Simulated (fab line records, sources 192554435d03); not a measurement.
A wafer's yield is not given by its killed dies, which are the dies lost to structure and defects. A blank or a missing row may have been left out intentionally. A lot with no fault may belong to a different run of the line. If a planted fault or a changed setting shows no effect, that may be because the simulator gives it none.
Which tool was responsible?    flow n5Finfet    Sampling: 11 lots, 33 wafers, 2 of 1938 route steps

## WHAT THE GAUGES SHOWED, per wafer
N5_BEOL_M13_CD_MEAS_10 targets a cd of 190 nm.
lot   measured      on        cdNm (nm)
L758  day 11 02:20  cdSem-03  189.2 188.5 188.9
L759  day 11 13:41  cdSem-03  188.2 187.4 188.1
L763  day 12 03:58  cdSem-01  190.5 189.8 189.1
L764  day 13 02:44  cdSem-02  189.2 188.8 190.0
L769  day 13 17:50  cdSem-02  189.2 188.7 190.0
L770  day 14 09:33  cdSem-02  191.6 192.5 191.7
L771  day 14 12:35  cdSem-02  189.9 190.3 190.8
L772  day 14 15:58  cdSem-01  190.9 188.6 189.6
L773  day 15 05:45  cdSem-01  189.1 189.5 189.5
L778  day 15 17:08  cdSem-02  192.3 190.8 191.0
L779  day 16 07:01  cdSem-03  189.9 190.2 189.5

## TOOL THAT RAN EACH LOT (tool first, then ch and the chambers of the sampled wafers, then the start)
lot   N5_BEOL_M12_DEP_53
L758  pecvd-03 ch 0,1, day 11 01:44
L759  pecvd-01 ch 0,1, day 11 13:07
L763  pecvd-03 ch 0,1,2, day 12 03:16
L764  pecvd-03 ch 1,2, day 13 02:09
L769  pecvd-03 ch 0,1,2, day 13 17:08
L770  pecvd-04 ch 0,1,2, day 14 08:50
L771  pecvd-01 ch 1,2, day 14 11:53
L772  pecvd-01 ch 0, day 14 15:14
L773  pecvd-03 ch 0,1,2, day 15 05:10
L778  pecvd-03 ch 0,2, day 15 16:34
L779  pecvd-04 ch 0,1,2, day 16 06:26
- N5_BEOL_M12_DEP_53: deposits SiCN from 3MS/NH3, target thk 30 nm, time 10.5 s.

## THE ANSWER, worked out from the rows above alone
Rule: usual is defined by the lots themselves. Put in order of their means at a reading, lots are off if they are a third of the lots or fewer, leave a main group of 4 or more, and stand apart from it by a gap of 3 or more times the standard deviation of the main group's means; of several such gaps the widest counts. The tables above print the reading to a certain number of digits; a main group whose means all agree to those digits is not used. Also off: a lot with no number at a reading for which 4 or more lots have one. Any other lot the step has rows for is counted as sound.
No lot is off at any reading shown: from this, nothing can be told.

## WHAT WAS PUT IN BY THE SIMULATOR
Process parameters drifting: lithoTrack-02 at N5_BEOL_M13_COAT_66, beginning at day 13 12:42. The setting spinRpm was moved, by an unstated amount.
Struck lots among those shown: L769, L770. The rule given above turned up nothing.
